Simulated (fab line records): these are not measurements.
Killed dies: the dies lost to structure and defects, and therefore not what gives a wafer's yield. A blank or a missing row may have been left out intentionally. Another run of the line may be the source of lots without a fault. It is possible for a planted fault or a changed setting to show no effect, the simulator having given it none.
Split-lot experiment / flow n5 finfet / on a route of 1938 steps: 7 lots, 21 wafers read

## ABOUT THE SPLIT
At N5_BEOL_M15_PEB_26 (peb time 90 s), the setting peb time s was moved away from the recipe's 90 s on 9 of the 21 wafers read, by -20.5% to +19.3%. All remaining wafers had this setting at the recipe value.

## FROM THE SPLIT TO THE READING: what the file shows between them, 2 steps
- N5_BEOL_M15_DEVELOP_27: develop time 45 s
- N5_BEOL_M15_HARDBAKE_32: time 120 s

## THE READING
Shown in nm: cd nm at N5_BEOL_M15_CD_MEAS_28, with target cd 407.6 nm. A value of 407.5 nm with a standard deviation of 1.5 nm is what fault-free wafers of this fab line usually give.

wafer=L076.1; tool, chamber at the split=litho track-01, 0; peb time s as run, s=107.4; against the recipe=+19.3%; cd nm, nm=412.1; against lot-mates on the recipe=+5.5
wafer=L076.5; tool, chamber at the split=litho track-01, 0; peb time s as run, s=107.4; against the recipe=+19.3%; cd nm, nm=412.9; against lot-mates on the recipe=+6.3
wafer=L076.6; tool, chamber at the split=litho track-01, 0; peb time s as run, s=90; against the recipe=recipe; cd nm, nm=406.6; against lot-mates on the recipe=-
wafer=L080.4; tool, chamber at the split=litho track-03, 0; peb time s as run, s=90; against the recipe=recipe; cd nm, nm=409.0; against lot-mates on the recipe=-
wafer=L080.5; tool, chamber at the split=litho track-03, 0; peb time s as run, s=90; against the recipe=recipe; cd nm, nm=408.7; against lot-mates on the recipe=-
wafer=L080.6; tool, chamber at the split=litho track-03, 0; peb time s as run, s=90; against the recipe=recipe; cd nm, nm=410.9; against lot-mates on the recipe=-
wafer=L082.3; tool, chamber at the split=litho track-01, 0; peb time s as run, s=90; against the recipe=recipe; cd nm, nm=407.3; against lot-mates on the recipe=-
wafer=L082.4; tool, chamber at the split=litho track-01, 0; peb time s as run, s=71.58; against the recipe=-20.5%; cd nm, nm=399.0; against lot-mates on the recipe=-8.3
wafer=L082.6; tool, chamber at the split=litho track-01, 0; peb time s as run, s=71.58; against the recipe=-20.5%; cd nm, nm=400.0; against lot-mates on the recipe=-7.3
wafer=L083.3; tool, chamber at the split=litho track-03, 0; peb time s as run, s=101.8; against the recipe=+13.1%; cd nm, nm=411.5; against lot-mates on the recipe=+4.6
wafer=L083.4; tool, chamber at the split=litho track-03, 0; peb time s as run, s=101.8; against the recipe=+13.1%; cd nm, nm=410.4; against lot-mates on the recipe=+3.5
wafer=L083.5; tool, chamber at the split=litho track-03, 0; peb time s as run, s=90; against the recipe=recipe; cd nm, nm=406.9; against lot-mates on the recipe=-
wafer=L084.1; tool, chamber at the split=litho track-01, 0; peb time s as run, s=73.82; against the recipe=-18.0%; cd nm, nm=400.5; against lot-mates on the recipe=-7.6
wafer=L084.3; tool, chamber at the split=litho track-01, 0; peb time s as run, s=90; against the recipe=recipe; cd nm, nm=408.1; against lot-mates on the recipe=-
wafer=L084.6; tool, chamber at the split=litho track-01, 0; peb time s as run, s=73.82; against the recipe=-18.0%; cd nm, nm=399.7; against lot-mates on the recipe=-8.4
wafer=L085.1; tool, chamber at the split=litho track-01, 0; peb time s as run, s=90; against the recipe=recipe; cd nm, nm=409.7; against lot-mates on the recipe=-
wafer=L085.3; tool, chamber at the split=litho track-01, 0; peb time s as run, s=90; against the recipe=recipe; cd nm, nm=409.3; against lot-mates on the recipe=-
wafer=L085.6; tool, chamber at the split=litho track-01, 0; peb time s as run, s=90; against the recipe=recipe; cd nm, nm=408.4; against lot-mates on the recipe=-
wafer=L096.3; tool, chamber at the split=litho track-03, 0; peb time s as run, s=90; against the recipe=recipe; cd nm, nm=404.1; against lot-mates on the recipe=-
wafer=L096.5; tool, chamber at the split=litho track-03, 0; peb time s as run, s=90; against the recipe=recipe; cd nm, nm=405.1; against lot-mates on the recipe=-
wafer=L096.6; tool, chamber at the split=litho track-03, 0; peb time s as run, s=78.03; against the recipe=-13.3%; cd nm, nm=400.0; against lot-mates on the recipe=-4.6

THE FIT
A straight line over all 21 wafers: cd nm changes by +0.351 nm for each +1% of peb time s; r = +0.92; the points scatter about the line by 1.8 nm.
The same after taking each lot's own level away (the mean of its wafers on the recipe; 21 wafers): +0.361 nm for each +1%; r = +0.98; scatter 0.79 nm.
Per that fit: largest peb time s move, reading shift of 7.4 nm.
From 404.60 to 409.53 nm: that is the span of the lots' own levels, equal to 3.3 times the standard deviation above.
The two slopes are in agreement: the lot-to-lot level therefore moves the slope only a little.
Check: for one of the wafers moved furthest among these (-20.5%), held out of the fit, the line's prediction against its lot-mates is -7.6 nm. Against them it came out at -8.3 nm.

## FURTHER SPLITS ON THESE WAFERS
Other splits were also applied to these wafers ahead of the reading. Each is held against what the fit with the lots' levels taken away leaves over:
other split on the same wafers=N5_BEOL_M11_VIA_ETCH_34 time s; wafers away from the commonest value=10; r with cd nm (lot level and that fit taken away)=-0.07
other split on the same wafers=N5_BEOL_M11_TRENCH_ETCH_37 bias w; wafers away from the commonest value=2; r with cd nm (lot level and that fit taken away)=+0.17
other split on the same wafers=N5_BEOL_M13_EXPOSE_25 dose mj; wafers away from the commonest value=4; r with cd nm (lot level and that fit taken away)=-0.09
other split on the same wafers=N5_BEOL_M14_COAT_22 spin rpm; wafers away from the commonest value=4; r with cd nm (lot level and that fit taken away)=+0.32
other split on the same wafers=N5_BEOL_M14_PEB_26 peb temp c; wafers away from the commonest value=7; r with cd nm (lot level and that fit taken away)=-0.38

## THE WHOLE CHAIN: every reading that the file lists as answering this split, in the file's order
step=N5_BEOL_M15_CD_MEAS_28; what it does=target cd 407.6 nm; reading=cd nm; change (the file's fit)=+0.364 nm for each +1% of the setting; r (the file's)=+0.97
step=N5_BEOL_M15_DESCUM_33; what it does=chemistry O2, time 7.9 s; reading=BEOL_M15.cd nm (the simulator's own value, which no gauge read); change (the file's fit)=+0.351 nm for each +1% of the setting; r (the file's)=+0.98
step=N5_BEOL_M15_TRENCH_ETCH_34; what it does=etches SiO2 in C4F8/O2/Ar, target depth 872.93 nm, time 199 s; reading=BEOL_M15.cd nm (the simulator's own value, which no gauge read); change (the file's fit)=+0.362 nm for each +1% of the setting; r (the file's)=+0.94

## FILE'S OWN FIT
cd nm changes by +0.364 nm for each +1% of peb time s, r = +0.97.
